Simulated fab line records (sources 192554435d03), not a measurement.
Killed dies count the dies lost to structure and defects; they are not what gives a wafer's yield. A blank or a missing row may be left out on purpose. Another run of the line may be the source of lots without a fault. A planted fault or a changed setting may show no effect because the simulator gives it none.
A lot that was struck, set against a sound lot ; flow n5Finfet ; 15 steps out of a route of 1938
Sound: the wafers L122.1, L122.4, L122.5. Struck: wafer L119.3 (left out: L119.1, L119.6 of the same lot, which were not struck); the cause appears at the end.
Per side, at each step with rows, come the tool, then ch with its chambers, and then its first start. Under that, the readings that differ: sound wafers ; struck wafers ; difference of the means ; sigmas: that difference in standard deviations of wafers without a fault.
alike: same words and numbers on both sides, and readings whose means sit less than 2 such deviations apart. not compared: any withheld reading, any reading some wafer has no value for, any bound like >300 that may hide the same value, and any number with overlapping values for which the record gives no deviation.
A row with sigmas, a row that says differs or no value, or rows on one side alone: a step with any of these is where the two part. Numbers that don't overlap but have no deviation are shown without sigmas and don't part them. A reading that every wafer of one side lacks parts them only if that side has two wafers or more.

first, 6 steps without rows for these wafers: N5_BEOL_M9_COAT_22 (resist thk 30 nm); N5_BEOL_M9_EBR_24; N5_BEOL_M9_SOFTBAKE_23 (time 60 s); N5_BEOL_M9_EXPOSE_25 (exposes mask V8); N5_BEOL_M9_PEB_26 (peb time 60 s); N5_BEOL_M9_DEVELOP_27 (develop time 30 s).
N5_BEOL_M9_CD_MEAS_28: target cd 70 nm.
  sound on cdSem-01 ch 0, day 14 16:14; struck on cdSem-01 ch 0, day 14 16:12
  alike: cdNm
N5_BEOL_M9_OVL_MEAS_29:
  sound on overlay-01 ch 0, day 14 16:20; struck on overlay-01 ch 0, day 14 16:14
  alike: V8_OVL
N5_BEOL_M9_INSPECT_30: inspects for defects (brightfield).
  sound on defectInspect-01 at day 14 16:24; struck on defectInspect-01 at day 14 16:17
  alike: rawDefectCount
N5_BEOL_M9_DESCUM_33: chemistry O2, time 7 s.
  sound on rieDiel-04 ch 1,3, day 14 16:26; struck on rieDiel-01 ch 2, day 14 16:19
reading;sound;struck;difference;sigmas
drypumpMotorCurrentA (A);5.0 5.7 5.0;6.4;+1.2;+4
  alike: oesProductAu, rfVppV, showerheadPlenumPTorr, throttleValvePct
  not compared: rfHoursCounterH
N5_BEOL_M9_ETCH_76: etches underlayer in N2/H2, target depth 6.5 nm, time 5.2 s.
  sound on rieDiel-04 ch 1,3, day 14 16:28; struck on rieDiel-01 ch 2, day 14 16:22
reading;sound;struck;difference;sigmas
drypumpMotorCurrentA (A);5.0 5.7 5.0;6.4;+1.2;+4
  alike: etchRfOnTimeS, oesProductAu, rfVppV, showerheadPlenumPTorr, throttleValvePct
  not compared: rfHoursCounterH
N5_BEOL_M9_ETCH_65: etches SiARC in CF4, target depth 15.6 nm, time 26 s.
  sound on rieDiel-04 ch 1,3, day 14 16:29; struck on rieDiel-01 ch 2, day 14 16:22
reading;sound;struck;difference;sigmas
drypumpMotorCurrentA (A);5.0 5.7 5.0;6.3;+1.1;+3
  alike: etchRfOnTimeS, oesProductAu, rfVppV, showerheadPlenumPTorr, throttleValvePct
  not compared: rfHoursCounterH
N5_BEOL_M9_ETCH_66: etches SOC in N2/H2, target depth 80 nm, overetch 16 nm, time 120 s.
  sound on rieDiel-04 ch 1,3, day 14 16:31; struck on rieDiel-01 ch 2, day 14 16:24
reading;sound;struck;difference;sigmas
drypumpMotorCurrentA (A);5.0 5.7 5.1;6.3;+1.0;+3
model.SiARC_of_BEOL_M9_COAT_64.thkNm (nm);6.4 6.2 6.2;2.4;-3.9;
  alike: oesProductAu, rfVppV, showerheadPlenumPTorr, throttleValvePct
  not compared: rfHoursCounterH
then, 1 step without rows for these wafers: N5_BEOL_M9_STRIP_69 (strips in N2/H2).
-- a jump in the record: the struck wafers' starts before and after are 3 days apart (it breaks off in module BEOL_M9 and resumes in module PASSIVATION, where the first step shown is number 1936 of the route) --
N5_PASSIVATION_PROBE_49:
  rows exist in the record for the struck wafers here (prober-02, day 17 13:24), but not for the sound ones

== WHERE THEY PART ==
Earliest at N5_BEOL_M9_DESCUM_33; latest, in this record, at N5_PASSIVATION_PROBE_49.

WHY: what the simulator had put in
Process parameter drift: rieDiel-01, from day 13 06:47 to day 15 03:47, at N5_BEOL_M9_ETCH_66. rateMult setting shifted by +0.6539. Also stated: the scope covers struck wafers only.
